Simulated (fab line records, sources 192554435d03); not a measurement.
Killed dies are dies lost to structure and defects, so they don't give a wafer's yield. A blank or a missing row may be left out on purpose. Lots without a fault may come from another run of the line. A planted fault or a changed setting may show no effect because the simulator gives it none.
Chamber matching | flow n5_finfet | N5_BEOL_M5_CURE_80 on uv_cure-01: 3 sister chambers
The step cures SiCOH lowk, time 120 s. 6 wafers are shown with their chamber, then 11 later ones without.

WAFERS WITH THEIR CHAMBER
wafer  | chamber | wafer_temp_C_max | lamp_power_pct (%)
L088.3 | 0       | 372.5            | 52.30
L088.4 | 0       | 372.0            | 52.33
L089.6 | 1       | 372.6            | 52.32
L093.4 | 2       | 370.6            | 52.27
L093.6 | 2       | 370.8            | 52.25
L092.1 | 1       | 371.3            | 52.31

WAFERS WITHOUT THEIR CHAMBER
wafer  | wafer_temp_C_max | lamp_power_pct (%)
L092.3 | 372.5            | 52.35
L092.5 | 372.2            | 52.23
L094.1 | 371.8            | 52.38
L094.2 | 372.5            | 52.27
L094.5 | 372.8            | 52.34
L096.2 | 370.9            | 52.21
L096.3 | 371.0            | 52.41
L096.6 | 370.5            | 52.28
L095.1 | 371.8            | 52.27
L095.4 | 372.7            | 52.35
L095.5 | 371.7            | 52.23

WHICH CHAMBER EACH WENT THROUGH
wafer  | from the rows above          | in truth
L092.3 | can't be placed: 0 or 1      | 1
L092.5 | 2                            | 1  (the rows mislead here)
L094.1 | can't be placed: 1 or 0      | 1
L094.2 | can't be placed: 0 or 1 or 2 | 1
L094.5 | can't be placed: 0 or 1      | 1
L096.2 | 2                            | 2
L096.3 | can't be placed: 1 or 0      | 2
L096.6 | 2                            | 2
L095.1 | can't be placed: 2 or 1 or 0 | 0
L095.4 | can't be placed: 0 or 1      | 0
L095.5 | 2                            | 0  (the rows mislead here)
Placed correctly: 2 of 11. Can't be placed from these rows: 7 (the true chamber is among the candidates in 6). Placed wrongly: 2.
How it was worked out, from the rows above alone: a wafer's distance from a chamber is the root of the sum, over the readings, of the square of ((its reading less the chamber's mean) divided by the reading's scatter). The wafer belongs to the nearest chamber; if the next one is less than 2 further off, it can't be placed. A chamber's mean is the mean of its shown wafers. The scatter: the root of (the sum of the squares of (reading less its chamber's mean) over the shown wafers, divided by (wafers less chambers)).
